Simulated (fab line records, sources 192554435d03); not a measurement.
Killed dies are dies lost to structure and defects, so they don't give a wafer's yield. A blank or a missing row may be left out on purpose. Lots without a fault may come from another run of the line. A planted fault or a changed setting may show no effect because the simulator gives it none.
Chamber matching | flow n5_finfet | N5_BEOL_M14_ETCH_67 on rie_diel-02: 4 sister chambers
The step etches SiARC in CF4, target depth 143 nm, time 238.3 s. 18 wafers are shown with their chamber, then 9 later ones without.

WAFERS WITH THEIR CHAMBER
wafer  | chamber | throttle_valve_pct (%) | drypump_motor_current_A (A) | showerhead_plenum_p_Torr (Torr)
L076.4 | 1       | 15.71                  | 5.8                         | 2.21
L076.5 | 0       | 15.69                  | 5.6                         | 2.04
L076.6 | 1       | 15.71                  | 5.7                         | 2.21
L081.1 | 2       | 15.77                  | 5.7                         | 2.22
L081.2 | 1       | 15.74                  | 5.7                         | 2.20
L081.4 | 3       | 15.88                  | 5.6                         | 2.04
L090.1 | 1       | 15.78                  | 5.8                         | 2.19
L090.2 | 0       | 15.24                  | 5.6                         | 2.28
L090.3 | 2       | 15.82                  | 5.6                         | 2.21
L090.4 | 3       | 15.93                  | 5.6                         | 2.03
L090.5 | 2       | 15.83                  | 5.6                         | 2.21
L090.6 | 1       | 15.78                  | 5.8                         | 2.19
L088.1 | 1       | 15.78                  | 5.8                         | 2.19
L088.2 | 2       | 15.83                  | 5.7                         | 2.21
L088.3 | 3       | 15.93                  | 5.6                         | 2.03
L088.4 | 0       | 15.26                  | 5.6                         | 2.28
L088.5 | 0       | 15.25                  | 5.6                         | 2.28
L088.6 | 1       | 15.78                  | 5.8                         | 2.19

SIGNATURES (means of the wafers above)
reading                  | chamber 0 | chamber 1 | chamber 2 | chamber 3 | scatter within a chamber
throttle_valve_pct       | 15.3600   | 15.7543   | 15.8125   | 15.9133   | 0.106
drypump_motor_current_A  | 5.600     | 5.771     | 5.650     | 5.600     | 0.0416
showerhead_plenum_p_Torr | 2.2200    | 2.1971    | 2.2125    | 2.0333    | 0.056
Rule: a wafer's distance from a chamber is the root of the sum, over the readings, of the square of ((its reading less the chamber's mean) divided by the reading's scatter). The wafer belongs to the nearest chamber; if the next one is less than 2 further off, it can't be placed. The scatter: the root of (the sum of the squares of (reading less its chamber's mean) over the shown wafers, divided by (wafers less chambers)).

WAFERS WITHOUT THEIR CHAMBER
wafer  | throttle_valve_pct (%) | drypump_motor_current_A (A) | showerhead_plenum_p_Torr (Torr)
L097.3 | 15.27                  | 5.6                         | 2.28
L097.4 | 15.95                  | 5.6                         | 2.03
L097.5 | 15.83                  | 5.7                         | 2.21
L091.1 | 15.28                  | 5.6                         | 2.28
L091.2 | 15.30                  | 5.7                         | 2.19
L091.3 | 15.95                  | 5.6                         | 2.03
L089.1 | 15.29                  | 5.6                         | 2.27
L089.2 | 15.97                  | 5.6                         | 2.02
L089.3 | 15.86                  | 5.7                         | 2.20

WHICH CHAMBER EACH WENT THROUGH
wafer  | from the rows above     | in truth
L097.3 | 0                       | 0
L097.4 | 3                       | 3
L097.5 | can't be placed: 2 or 1 | 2
L091.1 | 0                       | 0
L091.2 | 0                       | 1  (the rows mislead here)
L091.3 | 3                       | 3
L089.1 | 0                       | 0
L089.2 | 3                       | 3
L089.3 | can't be placed: 2 or 1 | 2
Placed correctly: 6 of 9. Can't be placed from these rows: 2 (the true chamber is among the candidates in 2). Placed wrongly: 1.
